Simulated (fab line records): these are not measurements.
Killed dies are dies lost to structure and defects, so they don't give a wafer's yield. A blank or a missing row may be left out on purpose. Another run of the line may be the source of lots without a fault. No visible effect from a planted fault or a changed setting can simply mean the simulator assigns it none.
fab line records	flow n5_finfet
record lots=7	wafers=21	last_day=17
route steps=1938 shown TV_LITHO@1878 TV_OPEN@1887 PASSIVATION@1936
lots with no fault: from the same line, run without faults
start_h: hours from the record's first day to the start of the lot's first wafer shown	wait_h: hours elapsed since this lot's preceding step	" same as the row above	L1.1+2: a single row standing in for several wafers	- no value, or no start given	* or withheld: withheld	< > ~ a bound
route shown NAME@n: names a module that has steps shown in the file, with the first one's number in the route	usual: mean/standard deviation taken from wafers without a fault	same: alike in all rows	chamber/n: place in a boat	sites: the reading at each site	_std_site: how widely they spread, as a standard deviation	_edge_site: the outer-site mean with the inner-site mean subtracted	radius_mm: how far each site lies from the wafer's centre	mask NAME#n: copy n	behind: the last tool/chamber to shape the wafer	hold: what put the lot on hold/how long, in hours/how the hold closed	device: names the non-switching transistor (n, p or np)	end of line: tests run on the same wafers once the route is complete	a step given without rows: its recipe and nothing more	killed: at the first sort, the dies lost to defects and structure; wafer yield is something else	map: dies across one wafer; x = killed, . = not, _ = none there
set.NAME: the setting the step ran with; set.NAME@STEP: the setting that earlier step ran with	model.NAME: the simulator's own value behind a step, which no gauge read
a table for each step, a row for each wafer; lots at some steps of the route
services: a tool's chamber out of use, with start hour (start_h, from the record's first day; less than 0 if before it), hours out, and reason
## steps
# step N5_PASSIVATION_SOFTBAKE_05
# recipe temp_c=100	time_s=90
# step N5_PASSIVATION_EXPOSE_07
# recipe mask_id=TV	na=0.55	source_shape=conventional	sigma_outer=0.8	polarization=unpolarized	defocus_nm=0	target_cd_nm=3000	dose_mj=22.75
# step N5_PASSIVATION_PEB_08
# recipe peb_temp_c=withheld	peb_time_s=*
# step N5_PASSIVATION_DEVELOP_09
# recipe develop_time_s=60	rinse_liquid=diw	dry=air_spin	dev_temp_c=21
# step N5_PASSIVATION_HARDBAKE_11
# recipe temp_c=130	time_s=120
# step N5_PASSIVATION_CD_MEAS_10
# recipe target_cd_nm=3000	landing_energy_ev=500	detector=se_inlens
# usual cd_nm=2998.5/3
lot.wafer	tool	chamber	start_h	wait_h	cd_nm
L900.1	cd_sem-03	0	293.08	-	2998.5
L900.2	"	0	"	"	3002.8
L900.6	"	0	"	"	3002.1
L902.2	cd_sem-01	0	295.88	-	2997.1
L902.4	"	0	"	"	3004.6
L902.6	"	0	"	"	2999.8
L908.1	cd_sem-02	0	365.35	-	2996.0
L908.3	"	0	"	"	3003.6
L908.6	"	0	"	"	2999.4
L910.2	cd_sem-03	0	368.29	-	3000.0
L910.5	"	0	"	"	3001.4
L910.6	"	0	"	"	3001.9
L914.1	cd_sem-03	0	374.05	-	3002.3
L914.3	"	0	"	"	3000.3
L914.4	"	0	"	"	3003.2
L915.1	cd_sem-02	0	390.64	-	3001.9
L915.3	"	0	"	"	2999.6
L915.4	"	0	"	"	3000.9
L918.1	cd_sem-01	0	404.66	-	2992.9
L918.2	"	0	"	"	2996.8
L918.6	"	0	"	"	2993.1
# step N5_PASSIVATION_OVL_MEAS_60
# recipe points_per_wafer=44
# usual TV_OVL=1/5.5
lot.wafer	tool	chamber	start_h	wait_h	TV_OVL[nm]
L900.1	overlay-01	0	293.11	0.0	8
L900.2	"	0	"	"	15
L900.6	"	0	"	"	9
L902.2	overlay-01	0	295.91	0.0	-2
L902.4	"	0	"	"	-3
L902.6	"	0	"	"	3
L908.1	overlay-02	0	365.39	0.0	-1
L908.3	"	0	"	"	3
L908.6	"	0	"	"	7
L910.2	overlay-02	0	368.32	0.0	-4
L910.5	"	0	"	"	-3
L910.6	"	0	"	"	3
L914.1	overlay-02	0	374.08	0.0	5
L914.3	"	0	"	"	6
L914.4	"	0	"	"	-5
L915.1	overlay-01	0	390.68	0.0	-5
L915.3	"	0	"	"	-8
L915.4	"	0	"	"	4
L918.1	overlay-01	0	404.69	0.0	9
L918.2	"	0	"	"	3
L918.6	"	0	"	"	3
# step N5_PASSIVATION_INSPECT_61
# recipe mode=adi	inspect_instrument=macro
# usual raw_defect_count=2.0/1.4
lot.wafer	tool	chamber	start_h	wait_h	raw_defect_count
L900.1	defect_inspect-02	-	293.13	0.0	2
L900.2	"	-	"	"	3
L900.6	"	-	"	"	4
L902.2	defect_inspect-02	-	295.94	0.0	2
L902.4	"	-	"	"	1
L902.6	"	-	"	"	2
L908.1	defect_inspect-01	-	365.41	0.0	6
L908.3	"	-	"	"	1
L908.6	"	-	"	"	1
L910.2	defect_inspect-02	-	368.34	0.0	1
L910.5	"	-	"	"	2
L910.6	"	-	"	"	1
L914.1	defect_inspect-01	-	374.10	0.0	3
L914.3	"	-	"	"	1
L914.4	"	-	"	"	2
L915.1	defect_inspect-01	-	390.70	0.0	3
L915.3	"	-	"	"	0
L915.4	"	-	"	"	0
L918.1	defect_inspect-01	-	404.71	0.0	2
L918.2	"	-	"	"	3
L918.6	"	-	"	"	2
# step N5_PASSIVATION_DESCUM_12
# recipe chemistry=O2	time_s=7.9	source_power_w=50	bias_power_w=20	pressure_mtorr=20	rf_frequency_hz=2.712e+07	temp_c=40	o2_flow_sccm=225
# usual drypump_motor_current_A=5.5/0.39	oes_product_au=0.82/0.083	rf_vpp_V=243.2/1.4	showerhead_plenum_p_Torr=2.10/0.072	throttle_valve_pct=20.52/0.22
lot.wafer	tool	chamber	start_h	wait_h	drypump_motor_current_A	oes_product_au	rf_hours_counter_h	rf_vpp_V	showerhead_plenum_p_Torr	throttle_valve_pct
L900.1	rie_diel-06	1	293.16	0.0	5.4	0.81	95	242.4	2.02	20.68
L900.2	"	0	"	"	5.6	0.72	187	243.3	2.16	20.50
L900.6	"	3	"	"	5.2	0.83	-	244.8	2.20	20.09
L902.2	rie_diel-02	1	295.97	0.0	5.9	0.71	238	243.1	2.09	20.81
L902.4	"	2	"	"	5.8	0.88	47	243.5	2.05	20.18
L902.6	"	3	"	"	5.7	0.84	-	245.4	2.23	20.82
L908.1	rie_diel-02	2	365.66	0.3	5.8	0.83	70	241.8	2.04	20.22
L908.3	"	0	"	"	4.8	0.91	35	242.6	2.06	20.49
L908.6	"	3	"	"	5.7	0.79	-	244.1	2.22	20.85
L910.2	rie_diel-02	1	368.37	0.0	6.0	0.99	3	242.1	2.09	20.53
L910.5	"	2	"	"	5.8	0.83	-	244.2	2.04	20.24
L910.6	"	1	"	"	6.0	0.99	-	243.1	2.09	20.54
L914.1	rie_diel-02	2	374.19	0.1	5.8	0.83	72	242.3	2.04	20.22
L914.3	"	3	"	"	5.7	0.79	101	243.8	2.22	20.87
L914.4	"	0	"	"	4.8	0.89	37	242.1	2.06	20.49
L915.1	rie_diel-04	3	390.79	0.1	5.4	0.97	3	243.3	2.17	20.55
L915.3	"	0	"	"	5.7	0.77	116	241.1	2.05	20.63
L915.4	"	0	"	"	5.7	0.78	-	243.4	2.05	20.62
L918.1	rie_diel-04	1	404.75	0.0	5.0	0.86	44	241.3	2.03	20.30
L918.2	"	2	"	"	5.7	0.67	229	243.2	1.99	20.52
L918.6	"	0	"	"	5.6	0.77	-	242.4	2.05	20.63
# step N5_PASSIVATION_PASS_ETCH_74
# recipe chemistry=CF4/O2	target=SiNx	target_depth_a=2200	time_s=110	ion_energy_ev=100	pressure_mtorr=40	source_w=535	bias_w=49	Ar_flow_sccm=100	cf4_flow_sccm=100	O2_flow_sccm=10
# usual drypump_motor_current_A=5.5/0.39	oes_product_au=0.82/0.082	rf_vpp_V=244/7.2	showerhead_plenum_p_Torr=2.20/0.066	throttle_valve_pct=16.01/0.2
lot.wafer	tool	chamber	start_h	wait_h	drypump_motor_current_A	oes_product_au	rf_hours_counter_h	rf_vpp_V	showerhead_plenum_p_Torr	throttle_valve_pct
L900.1	rie_diel-06	1	293.23	0.0	5.5	0.82	95	244	2.15	16.23
L900.2	"	0	"	"	5.6	0.73	187	237	2.28	16.10
L900.6	"	3	"	"	5.2	0.82	-	255	2.32	15.75
L902.2	rie_diel-02	1	296.04	0.0	6.0	0.68	238	258	2.18	16.27
L902.4	"	2	"	"	5.8	0.90	47	235	2.15	15.60
L902.6	"	3	"	"	5.7	0.85	-	242	2.31	16.20
L908.1	rie_diel-02	2	365.73	0.0	5.8	0.86	70	236	2.15	15.67
L908.3	"	0	"	"	4.8	0.89	35	246	2.18	16.02
L908.6	"	3	"	"	5.7	0.81	-	239	2.30	16.24
L910.2	rie_diel-02	1	368.44	0.0	6.0	0.98	3	259	2.18	15.84
L910.5	"	2	"	"	5.8	0.86	-	237	2.15	15.67
L910.6	"	1	"	"	6.0	0.97	-	258	2.17	15.85
L914.1	rie_diel-02	2	374.25	0.0	5.8	0.85	72	236	2.15	15.68
L914.3	"	3	"	"	5.7	0.81	101	241	2.30	16.22
L914.4	"	0	"	"	4.8	0.89	37	245	2.18	16.02
L915.1	rie_diel-04	3	390.86	0.0	5.4	0.98	3	237	2.27	15.86
L915.3	"	0	"	"	5.6	0.77	116	251	2.15	16.03
L915.4	"	0	"	"	5.6	0.77	-	249	2.15	16.02
L918.1	rie_diel-04	1	404.81	0.0	5.0	0.83	44	253	2.14	15.85
L918.2	"	2	"	"	5.7	0.67	229	237	2.09	16.12
L918.6	"	0	"	"	5.7	0.76	-	248	2.15	16.01
# step N5_PASSIVATION_VIA_ETCH_13
# recipe chemistry=CHF3/O2	target=SiO2	target_depth_a=6600	CHF3_flow_sccm=50	O2_flow_sccm=5	Ar_flow_sccm=200	time_s=330	mask_material=PR	pressure_mtorr=30	source_w=650	bias_w=170	ion_energy_ev=200	ends=cleared
# usual drypump_motor_current_A=5.5/0.39	etch_rf_on_time_s=235/7	oes_product_au=0.74/0.074	rf_vpp_V=532/15	showerhead_plenum_p_Torr=2.40/0.072	throttle_valve_pct=18.90/0.16
lot.wafer	tool	chamber	start_h	wait_h	drypump_motor_current_A	etch_rf_on_time_s	oes_product_au	rf_hours_counter_h	rf_vpp_V	showerhead_plenum_p_Torr	throttle_valve_pct
L900.1	rie_diel-06	1	293.32	0.0	5.4	225	0.73	95	529	2.34	19.14
L900.2	"	0	"	"	5.6	233	0.66	187	517	2.51	19.04
L900.6	"	3	"	"	5.2	235	0.76	-	554	2.55	18.70
L902.2	rie_diel-02	1	296.13	0.0	5.9	232	0.63	238	560	2.37	19.03
L902.4	"	2	"	"	5.8	233	0.80	47	517	2.37	18.66
L902.6	"	3	"	"	5.7	237	0.77	-	525	2.51	18.98
L908.1	rie_diel-02	2	365.82	0.0	5.8	229	0.77	70	517	2.36	18.70
L908.3	"	0	"	"	4.8	222	0.82	35	536	2.39	18.99
L908.6	"	3	"	"	5.7	237	0.73	-	523	2.50	19.02
L910.2	rie_diel-02	1	368.53	0.0	6.0	223	0.90	3	560	2.36	18.68
L910.5	"	2	"	"	5.8	235	0.76	-	518	2.36	18.71
L910.6	"	1	"	"	6.0	224	0.89	-	559	2.36	18.68
L914.1	rie_diel-02	2	374.34	0.0	5.8	235	0.76	72	517	2.36	18.72
L914.3	"	3	"	"	5.7	242	0.72	101	523	2.50	19.03
L914.4	"	0	"	"	4.8	235	0.80	37	535	2.39	19.00
L915.1	rie_diel-04	3	390.95	0.0	5.4	244	0.87	3	518	2.48	18.86
L915.3	"	0	"	"	5.6	243	0.70	116	540	2.34	18.93
L915.4	"	0	"	"	5.6	248	0.70	-	540	2.34	18.91
L918.1	rie_diel-04	1	404.91	0.0	5.0	244	0.76	45	552	2.35	18.78
L918.2	"	2	"	"	5.7	248	0.61	229	514	2.28	18.89
L918.6	"	0	"	"	5.6	250	0.70	-	539	2.34	18.92
# step N5_PASSIVATION_STRIP_14
# recipe chemistry=O2	power_w=600	temp_c=60	pressure_mtorr=30	rf_frequency_hz=6e+07	bias_power_w=0	overash_fraction=0.5	o2_flow_sccm=225
# usual drypump_motor_current_A=5.5/0.39	oes_product_au=0.82/0.084	rf_vpp_V=3.5/0.91	showerhead_plenum_p_Torr=2.10/0.072	throttle_valve_pct=16.73/0.21
lot.wafer	tool	chamber	start_h	wait_h	drypump_motor_current_A	oes_product_au	rf_hours_counter_h	rf_vpp_V	showerhead_plenum_p_Torr	throttle_valve_pct
L900.1	rie_diel-06	1	293.52	0.1	5.4	0.82	95	5.2	2.03	16.89
L900.2	"	0	"	"	5.6	0.74	187	3.8	2.17	16.75
L900.6	"	3	"	"	5.2	0.83	-	3.4	2.20	16.39
L902.2	rie_diel-02	1	296.33	0.1	5.9	0.68	238	4.0	2.10	17.08
L902.4	"	2	"	"	5.8	0.88	47	4.3	2.05	16.39
L902.6	"	3	"	"	5.7	0.85	-	4.3	2.23	17.00
L908.1	rie_diel-02	2	366.01	0.1	5.8	0.84	70	3.8	2.05	16.44
L908.3	"	0	"	"	4.7	0.89	35	3.4	2.07	16.65
L908.6	"	3	"	"	5.7	0.79	-	2.2	2.22	17.06
L910.2	rie_diel-02	1	368.73	0.1	6.0	0.99	3	2.2	2.09	16.67
L910.5	"	2	"	"	5.8	0.83	-	4.5	2.04	16.39
L910.6	"	1	"	"	6.0	0.98	-	1.8	2.09	16.66
L914.1	rie_diel-02	2	374.54	0.1	5.8	0.84	72	4.5	2.05	16.42
L914.3	"	3	"	"	5.7	0.79	101	4.4	2.22	17.08
L914.4	"	0	"	"	4.7	0.89	37	2.5	2.06	16.69
L915.1	rie_diel-04	3	391.15	0.1	5.4	0.96	3	3.4	2.17	16.66
L915.3	"	0	"	"	5.6	0.78	116	2.5	2.05	16.76
L915.4	"	0	"	"	5.6	0.79	-	4.6	2.05	16.80
L918.1	rie_diel-04	1	405.10	0.1	5.0	0.86	45	3.7	2.04	16.55
L918.2	"	2	"	"	5.7	0.67	229	4.5	1.99	16.85
L918.6	"	0	"	"	5.6	0.77	-	2.3	2.05	16.80
# step N5_PASSIVATION_ETCH_15
# recipe chemistry=CF4/N2	target=SiCN	target_depth_a=750	taper_deg=2	time_s=81.2	ion_energy_ev=150	mask_material=SiNx	pressure_mtorr=40	source_w=430	bias_w=70	Ar_flow_sccm=100	cf4_flow_sccm=60	n2_flow_sccm=60
# usual drypump_motor_current_A=5.5/0.39	oes_product_au=0.82/0.082	rf_vpp_V=382.2/2	showerhead_plenum_p_Torr=2.20/0.069	throttle_valve_pct=15.45/0.2
lot.wafer	tool	chamber	start_h	wait_h	drypump_motor_current_A	oes_product_au	rf_hours_counter_h	rf_vpp_V	showerhead_plenum_p_Torr	throttle_valve_pct	model.etch.depth_nm
L900.1	rie_diel-06	1	293.56	-	5.4	0.82	95	381.6	2.14	15.66	67.09
L900.2	"	0	"	"	5.6	0.74	187	383.1	2.29	15.56	67.12
L900.6	"	3	"	"	5.2	0.83	-	385.7	2.33	15.22	64.37
L902.2	rie_diel-02	1	296.37	-	6.0	0.68	238	381.9	2.17	15.67	64.12
L902.4	"	2	"	"	5.8	0.89	47	381.2	2.16	15.08	67.49
L902.6	"	3	"	"	5.7	0.84	-	385.9	2.31	15.64	65.56
L908.1	rie_diel-02	2	366.05	-	5.8	0.85	70	381.4	2.15	15.13	58.03
L908.3	"	0	"	"	4.8	0.90	35	381.9	2.19	15.48	57.99
L908.6	"	3	"	"	5.7	0.80	-	385.0	2.30	15.67	56.19
L910.2	rie_diel-02	1	368.77	-	6.0	0.98	3	382.7	2.17	15.23	66.42
L910.5	"	2	"	"	5.8	0.86	-	381.2	2.15	15.13	67.35
L910.6	"	1	"	"	6.0	0.98	-	381.0	2.17	15.23	58.04
L914.1	rie_diel-02	2	374.58	-	5.8	0.85	72	382.2	2.15	15.14	58.08
L914.3	"	3	"	"	5.7	0.81	102	386.2	2.30	15.68	56
L914.4	"	0	"	"	4.7	0.90	38	379.4	2.19	15.47	67.11
L915.1	rie_diel-04	3	391.19	-	5.4	0.98	3	383.4	2.27	15.32	66.22
L915.3	"	0	"	"	5.6	0.77	116	381.4	2.14	15.43	62.61
L915.4	"	0	"	"	5.6	0.77	-	379.8	2.14	15.45	62.25
L918.1	rie_diel-04	1	405.14	-	5.0	0.84	45	382.5	2.15	15.30	62
L918.2	"	2	"	"	5.7	0.68	229	378.7	2.09	15.57	62.99
L918.6	"	0	"	"	5.7	0.77	-	381.8	2.14	15.43	61.94
# step N5_PASSIVATION_STRIP_73
# recipe chemistry=post_etch_residue_remover	time_s=60	temp_c=25	remover_ph=withheld	remover_water_wt_pct=withheld	remover_fluoride_wt_pct=withheld
# step N5_PASSIVATION_PROBE_49
# usual defect_limited_yield=91.0/1.4	killed_at_M0_to_M3=35/10	killed_at_M4_up=14/5.5	killed_at_contacts=13/5.6	killed_at_front_end=41/11	killed_at_other=4/3.4	killed_dies=106/16	killed_open=68/12	killed_short=35/7.3	sort_bin_4_leakage=0.3/2.1	sort_bin_5_function=5.3/0.89	sort_bin_6_memory=3.4/0.67	sort_bin_8_speed=0.01/0.11	sort_n_pass=1070/28	sort_yield_pct=90.7/2.4
# same gross_dies=1180	killed_at_back_side=0
lot.wafer	tool	chamber	start_h	wait_h	defect_limited_yield[%]	killed_at_M0_to_M3	killed_at_M4_up	killed_at_contacts	killed_at_front_end	killed_at_other	killed_dies	killed_open	killed_short	sort_bin_4_leakage[%]	sort_bin_5_function[%]	sort_bin_6_memory[%]	sort_bin_8_speed[%]	sort_n_pass	sort_yield_pct[%]
L900.1	prober-01	-	303.40	0.0	89.4	46	9	13	56	1	125	89	29	0	6.7	3.1	0	1055	89.4
L900.2	prober-01	-	303.45	0.1	92.2	30	11	18	32	1	92	61	25	0.1	4.2	3.0	0	1087	92.1
L900.6	prober-01	-	303.65	0.3	90.1	37	9	28	43	0	117	81	32	0	6.2	3.3	0	1063	90.1
L902.2	prober-02	-	304.68	0.1	91.9	32	14	16	31	3	96	56	34	0	4.9	2.7	0	1084	91.9
L902.4	prober-02	-	304.78	0.2	92.2	34	4	12	34	8	92	65	26	0.2	4.7	3.1	0	1086	92.0
L902.6	prober-02	-	304.88	0.3	89.3	47	12	21	44	2	126	80	41	0	6.4	3.6	0	1054	89.3
L908.1	prober-02	-	372.00	0.0	90.3	29	31	11	38	5	114	72	32	0	6.3	3.0	0	1066	90.3
L908.3	prober-02	-	372.10	0.1	92.5	15	34	12	24	3	88	62	25	0	4.6	2.8	0	1092	92.5
L908.6	prober-02	-	372.25	0.3	90.4	45	24	17	25	2	113	68	41	0	5.9	3.2	0	1067	90.4
L910.2	prober-02	-	376.53	0.1	95.1	12	10	5	31	0	58	35	22	0	3.0	1.9	0	1122	95.1
L910.5	prober-02	-	376.68	0.2	92.2	31	15	8	36	2	92	59	31	0	4.4	3.1	0.08	1088	92.2
L910.6	prober-02	-	376.73	0.3	93.9	25	4	10	28	5	72	43	26	0	3.6	2.3	0.17	1106	93.7
L914.1	prober-02	-	380.56	0.0	89.4	43	11	31	39	1	125	85	36	0	6.2	3.9	0	1055	89.4
L914.3	prober-02	-	380.66	0.1	88.0	49	5	29	54	5	142	93	42	0	6.2	5.3	0	1038	88.0
L914.4	prober-02	-	380.71	0.2	91.2	35	10	18	30	11	104	64	35	0.2	4.9	3.6	0	1074	91.0
L915.1	prober-02	-	397.60	0.0	92.5	19	6	18	45	1	89	57	29	0	4.8	2.5	0.08	1090	92.4
L915.3	prober-02	-	397.70	0.1	88.4	56	19	11	42	9	137	94	41	0	5.9	5.3	0	1043	88.4
L915.4	prober-02	-	397.75	0.2	91.9	29	15	12	38	1	95	62	33	0	4.4	3.2	0	1085	91.9
L918.1	prober-02	-	411.44	0.0	91.9	28	20	11	34	3	96	62	31	0	4.7	3.0	0	1084	91.9
L918.2	prober-02	-	411.49	0.1	89.5	43	15	17	47	2	124	87	33	1.6	6.4	3.9	0	1037	87.9
L918.6	prober-02	-	411.69	0.3	89.3	38	25	17	45	1	126	83	35	0	5.9	4.2	0	1054	89.3
# killed by level:class
L900.1 BEOL_M3:geometric_particle:open=17 STI_FIN_REVEAL:geometric_particle:open=16 BEOL_M2:geometric_particle:open=13 MOL_CONTACT_COAG:geometric_particle:open=9 DUMMY_GATE:geometric_particle:open=8 GATE_CUT:geometric_particle:short=8 HKMG_FIN:area_etch=7 BEOL_M0_SAQP:geometric_particle:open=5
L900.2 MOL_CONTACT_COAG:geometric_particle:open=14 BEOL_M3:geometric_particle:open=8 STI_FIN_REVEAL:geometric_particle:open=6 DUMMY_GATE:geometric_particle:open=5 BEOL_M0_SAQP:geometric_particle:open=5 BEOL_M2:geometric_particle:open=5 GATE_CUT:geometric_particle:short=4 MOL_CONTACT_COAG:geometric_particle:short=4
L900.6 MOL_CONTACT_COAG:geometric_particle:open=25 STI_FIN_REVEAL:geometric_particle:open=13 BEOL_M2:geometric_particle:open=10 BEOL_M2:geometric_particle:short=6 FIN_SAQP:geometric_particle:open=5 FIN_SAQP:geometric_particle:short=5 BEOL_M3:geometric_particle:open=5 BEOL_M0_SAQP:geometric_particle:open=5
L902.2 MOL_CONTACT_COAG:geometric_particle:open=11 BEOL_M2:geometric_particle:open=7 BEOL_M4:geometric_particle:open=6 BEOL_M1:geometric_particle:open=6 MOL_CONTACT_COAG:geometric_particle:short=5 FIN_SAQP:geometric_particle:open=4 GATE_CUT:geometric_particle:short=4 STARTING-WAFER:geometric_particle:short=4
L902.4 MOL_CONTACT_COAG:geometric_particle:open=10 FIN_SAQP:geometric_particle:open=8 BEOL_M0_SAQP:geometric_particle:open=8 BEOL_M1:geometric_particle:open=8 BEOL_M2:geometric_particle:open=6 STI_FIN_REVEAL:geometric_particle:open=5 GATE_CUT:geometric_particle:short=4 BEOL_M0_SAQP:geometric_particle:short=4
L902.6 MOL_CONTACT_COAG:geometric_particle:open=18 BEOL_M2:geometric_particle:open=15 FIN_SAQP:geometric_particle:open=11 FIN_SAQP:geometric_particle:short=9 BEOL_M1:geometric_particle:open=9 STI_FIN_REVEAL:geometric_particle:open=6 STARTING-WAFER:geometric_particle:short=6 BEOL_M0_SAQP:geometric_particle:short=5
L908.1 BEOL_M4:geometric_particle:open=13 FIN_SAQP:geometric_particle:short=8 DUMMY_GATE:geometric_particle:open=8 MOL_CONTACT_COAG:geometric_particle:open=7 BEOL_M0_SAQP:geometric_particle:open=6 STI_FIN_REVEAL:geometric_particle:open=5 ILD0:geometric_particle:short=5 BEOL_M1:geometric_particle:open=5
L908.3 BEOL_M4:geometric_particle:open=12 MOL_CONTACT_COAG:geometric_particle:open=10 DUMMY_GATE:geometric_particle:open=6 BEOL_M7:geometric_particle:open=6 BEOL_M8:geometric_particle:open=5 BEOL_M0_SAQP:geometric_particle:open=5 FIN_SAQP:geometric_particle:open=3 FIN_SAQP:geometric_particle:short=3
L908.6 BEOL_M4:geometric_particle:open=14 MOL_CONTACT_COAG:geometric_particle:open=12 BEOL_M0_SAQP:geometric_particle:short=12 BEOL_M1:geometric_particle:open=9 STI_FIN_REVEAL:geometric_particle:open=7 GATE_CUT:geometric_particle:short=6 MOL_CONTACT_COAG:geometric_particle:short=5 BEOL_M2:geometric_particle:open=5
L910.2 STI_FIN_REVEAL:geometric_particle:open=8 FIN_SAQP:geometric_particle:short=7 BEOL_M0_SAQP:geometric_particle:open=6 MOL_CONTACT_COAG:geometric_particle:open=4 STI_FIN_REVEAL:geometric_particle:short=4 DUMMY_GATE:geometric_particle:open=3 BEOL_M5:geometric_particle:open=3 SPACER0:geometric_particle:short=2
L910.5 FIN_SAQP:geometric_particle:short=12 BEOL_M0_SAQP:geometric_particle:open=9 FIN_SAQP:geometric_particle:open=7 MOL_CONTACT_COAG:geometric_particle:open=7 BEOL_M0_SAQP:geometric_particle:short=7 BEOL_M7:geometric_particle:open=5 DUMMY_GATE:geometric_particle:open=4 BEOL_M1:geometric_particle:open=4
L910.6 STI_FIN_REVEAL:geometric_particle:open=7 MOL_CONTACT_COAG:geometric_particle:open=7 FIN_SAQP:geometric_particle:short=5 BEOL_M3:geometric_particle:open=5 BEOL_M2:geometric_particle:open=5 BEOL_M0_SAQP:geometric_particle:short=4 FIN_SAQP:geometric_particle:open=3 STI_FIN_REVEAL:geometric_particle:short=3
L914.1 MOL_CONTACT_COAG:geometric_particle:open=21 BEOL_M0_SAQP:geometric_particle:open=13 STI_FIN_REVEAL:geometric_particle:open=11 BEOL_M2:geometric_particle:open=11 MOL_CONTACT_COAG:geometric_particle:short=9 BEOL_M0_SAQP:geometric_particle:short=6 FIN_SAQP:geometric_particle:open=6 FIN_SAQP:geometric_particle:short=6
L914.3 MOL_CONTACT_COAG:geometric_particle:open=26 BEOL_M0_SAQP:geometric_particle:open=20 BEOL_M0_SAQP:geometric_particle:short=12 FIN_SAQP:geometric_particle:short=11 STI_FIN_REVEAL:geometric_particle:open=11 BEOL_M2:geometric_particle:open=9 FIN_SAQP:geometric_particle:open=7 GATE_CUT:geometric_particle:open=6
L914.4 MOL_CONTACT_COAG:geometric_particle:open=17 BEOL_M0_SAQP:geometric_particle:open=13 BEOL_M0_SAQP:geometric_particle:short=10 BEOL_M2:geometric_particle:open=7 FIN_SAQP:geometric_particle:short=5 STARTING-WAFER:geometric_particle:short=5 MIM_TOP_ETCH:geometric_particle:open=5 STI_FIN_REVEAL:geometric_particle:open=4
L915.1 MOL_CONTACT_COAG:geometric_particle:open=13 FIN_SAQP:geometric_particle:open=9 STI_FIN_REVEAL:geometric_particle:open=8 DUMMY_GATE:geometric_particle:open=6 BEOL_M0_SAQP:geometric_particle:short=6 FIN_SAQP:geometric_particle:short=5 GATE_CUT:geometric_particle:short=5 MOL_CONTACT_COAG:geometric_particle:short=4
L915.3 BEOL_M1:geometric_particle:open=12 BEOL_M0_SAQP:geometric_particle:open=10 BEOL_M3:geometric_particle:open=10 FIN_SAQP:geometric_particle:open=9 MOL_CONTACT_COAG:geometric_particle:open=9 BEOL_M2:geometric_particle:open=9 BEOL_M0_SAQP:geometric_particle:short=8 DUMMY_GATE:geometric_particle:open=8
L915.4 BEOL_M0_SAQP:geometric_particle:open=9 BEOL_M0_SAQP:geometric_particle:short=8 GATE_CUT:geometric_particle:short=7 MOL_CONTACT_COAG:geometric_particle:open=7 FIN_SAQP:geometric_particle:open=6 STI_FIN_REVEAL:geometric_particle:open=6 BEOL_M4:geometric_particle:open=6 MOL_CONTACT_COAG:geometric_particle:short=5
L918.1 BEOL_M3:geometric_particle:open=15 BEOL_M4:geometric_particle:open=13 STI_FIN_REVEAL:geometric_particle:open=10 MOL_CONTACT_COAG:geometric_particle:open=7 FIN_SAQP:geometric_particle:short=4 GATE_CUT:geometric_particle:short=4 MOL_CONTACT_COAG:geometric_particle:short=4 FIN_SAQP:geometric_particle:open=3
L918.2 BEOL_M2:geometric_particle:open=15 MOL_CONTACT_COAG:geometric_particle:open=13 BEOL_M3:geometric_particle:open=13 FIN_SAQP:geometric_particle:short=10 FIN_SAQP:geometric_particle:open=8 GATE_CUT:geometric_particle:short=8 BEOL_M1:geometric_particle:open=6 STARTING-WAFER:geometric_particle:open=6
L918.6 MOL_CONTACT_COAG:geometric_particle:open=13 STI_FIN_REVEAL:geometric_particle:open=12 BEOL_M4:geometric_particle:open=11 BEOL_M3:geometric_particle:open=10 FIN_SAQP:geometric_particle:open=9 FIN_SAQP:geometric_particle:short=7 BEOL_M0_SAQP:geometric_particle:short=7 BEOL_M0_SAQP:geometric_particle:open=6
## services
tool	chamber	start_h	hours	kind
rie_diel-06	2	299.45	8.1	repair
rie_diel-06	0	337.05	4.8	repair
rie_diel-02	1	338.56	-	clean
rie_diel-02	1	338.56	-	consumable_replace:focus_ring
rie_diel-02	1	338.56	16.8	scheduled_down
rie_diel-02	1	338.56	16.8	vent_cycle
rie_diel-04	3	361.23	-	clean
rie_diel-04	3	361.23	-	consumable_replace:focus_ring
rie_diel-04	3	361.23	19.9	scheduled_down
rie_diel-04	3	361.23	19.9	vent_cycle
rie_diel-04	2	388.56	11.7	repair
## key
first_sign none at tools or gauges
model_effect step=N5_PASSIVATION_ETCH_15	value=etch.depth_nm	without=66.05	struck=57.39
met_at N5_PASSIVATION_ETCH_15
struck_wafers L908.1,L908.3,L908.6,L910.6,L914.1,L914.3
onset_between 296.37 366.05
fault kind=process_parameter_drift	tool=rie_diel-02	chamber=-	onset_h=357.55	steps=N5_PASSIVATION_ETCH_15	channel=target_depth_a	offset=-98.347	shape=step	end_h=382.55	scope=struck_wafers_only	acts_in=these_recipes_only	stated=750
